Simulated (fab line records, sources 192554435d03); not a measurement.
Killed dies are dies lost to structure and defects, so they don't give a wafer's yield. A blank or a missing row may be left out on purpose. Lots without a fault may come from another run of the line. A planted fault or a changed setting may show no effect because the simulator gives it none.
One fault seen from 3 desks | flow n5_finfet | each desk has only its own numbers; what lay behind them comes last

THE METROLOGY DESK
What the gauges read, lot by lot, whatever tool the lot ran on: means of the sampled wafers that have a number. A lot is out of limits, marked OUT, if its mean lies more than 4 standard deviations from the usual mean; the brackets give that distance. Of its 11 readings 7 are shown: the one that was out of limits first, and those that lie furthest out on some lot.
Columns: A = COMB_M1_max_site at N5_BEOL_M4_RC_MEAS_101, usual 7.9e-11 S/m; B = IOFF_P at N5_BEOL_M4_RC_MEAS_101, usual 0.22 nA/um; C = ION_N at N5_BEOL_M4_RC_MEAS_101, usual 675 uA/um; D = ION_P at N5_BEOL_M4_RC_MEAS_101, usual 465 uA/um; E = SS_P at N5_BEOL_M4_RC_MEAS_101, usual 73.3 mV/dec; F = VT_N at N5_BEOL_M4_RC_MEAS_101, usual 249.8 mV; G = VT_P at N5_BEOL_M4_RC_MEAS_101, usual -249 mV
lot  | first seen here | A                  | B    | C   | D   | E    | F     | G
L441 | day 8 02:21     | 7.8e-11            | 0.21 | 673 | 463 | 72.8 | 249.3 | -251
L443 | day 8 19:53     | 8.7e-11            | 0.17 | 665 | 454 | 72.1 | 252.3 | -254
L442 | day 9 11:22     | 7.7e-11            | 0.24 | 683 | 470 | 73.9 | 248.7 | -248
L445 | day 9 17:05     | 8.7e-11            | 0.24 | 690 | 473 | 73.0 | 248.1 | -248
L446 | day 10 15:31    | 7.3e-11            | 0.22 | 677 | 469 | 73.0 | 248.2 | -251
L447 | day 10 18:52    | 1.8e-10 (+5.9) OUT | 0.19 | 675 | 461 | 73.1 | 252.3 | -252
L458 | day 13 11:38    | 6.5e-11            | 0.23 | 679 | 470 | 73.5 | 251.6 | -248
L459 | day 13 11:45    | 7.7e-11            | 0.16 | 656 | 445 | 73.9 | 256.0 | -257
L460 | day 13 12:34    | 8.5e-11            | 0.18 | 657 | 459 | 73.0 | 254.5 | -251
L463 | day 13 19:12    | 9.3e-11            | 0.26 | 672 | 469 | 73.7 | 247.6 | -246
This desk's finding: out of limits on L447; first on L447, day 10 18:52 (COMB_M1_max_site at N5_BEOL_M4_RC_MEAS_101). In limits: L441, L443, L442, L445, L446, L458, L459, L460, L463.

THE TOOL OWNER'S DESK: ald_metal-03
The tool's own readings at N5_BEOL_M1_ALD_84 (deposits TaN, pulse time 2 s, purge time 3 s, co reactant purge time 2 s): means of the sampled wafers that have a number, for each lot that ran on this tool. A lot is out of limits, marked OUT, if its mean lies more than 4 standard deviations from the usual mean; the brackets give that distance.
Columns: A = heater_power_outer_w at N5_BEOL_M1_ALD_84, usual 230 W; B = heater_power_w at N5_BEOL_M1_ALD_84, usual 415 W
lot  | first seen here | A   | B
L442 | day 7 01:46     | 251 | 420
L445 | day 7 08:11     | 272 | 467
L446 | day 7 23:23     | 256 | 432
L447 | day 8 05:24     | 234 | 427
This desk's finding: nothing out of limits on any of the 4 lots.

THE DEFECT DESK
What the inspections along the route counted, lot by lot: means of the sampled wafers that have a number. A lot is out of limits, marked OUT, if its mean lies more than 4 standard deviations from the usual mean; the brackets give that distance.
Columns: A = raw_defect_count at N5_BEOL_M4_INSPECT_59, usual 73
lot  | first seen here | A
L441 | day 8 02:19     | 70
L443 | day 8 19:52     | 49
L442 | day 9 11:01     | 78
L445 | day 9 17:04     | 59
L446 | day 10 15:20    | 105
L447 | day 10 18:51    | 100
L458 | day 13 11:37    | 67
L459 | day 13 11:44    | 85
L460 | day 13 12:23    | 79
L463 | day 13 19:10    | 71
This desk's finding: nothing out of limits on any of the 10 lots.

PUT TOGETHER
The metrology desk could have raised an alarm at day 10 18:52, on L447.
The tool owner's desk saw nothing out of limits.
The defect desk saw nothing out of limits.
The tool owner's desk has L447 on record, within its limits.
The defect desk has L447 on record, within its limits.
Of the lots named, all ran N5_BEOL_M1_ALD_84 on ald_metal-03.

WHAT THE SIMULATOR HAD PUT IN
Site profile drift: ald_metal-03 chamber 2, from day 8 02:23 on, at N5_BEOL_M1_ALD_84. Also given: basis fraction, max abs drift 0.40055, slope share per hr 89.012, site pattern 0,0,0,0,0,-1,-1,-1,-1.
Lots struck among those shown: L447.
Hours from the fault's start to each desk's first reading out of limits: the metrology desk, 64.
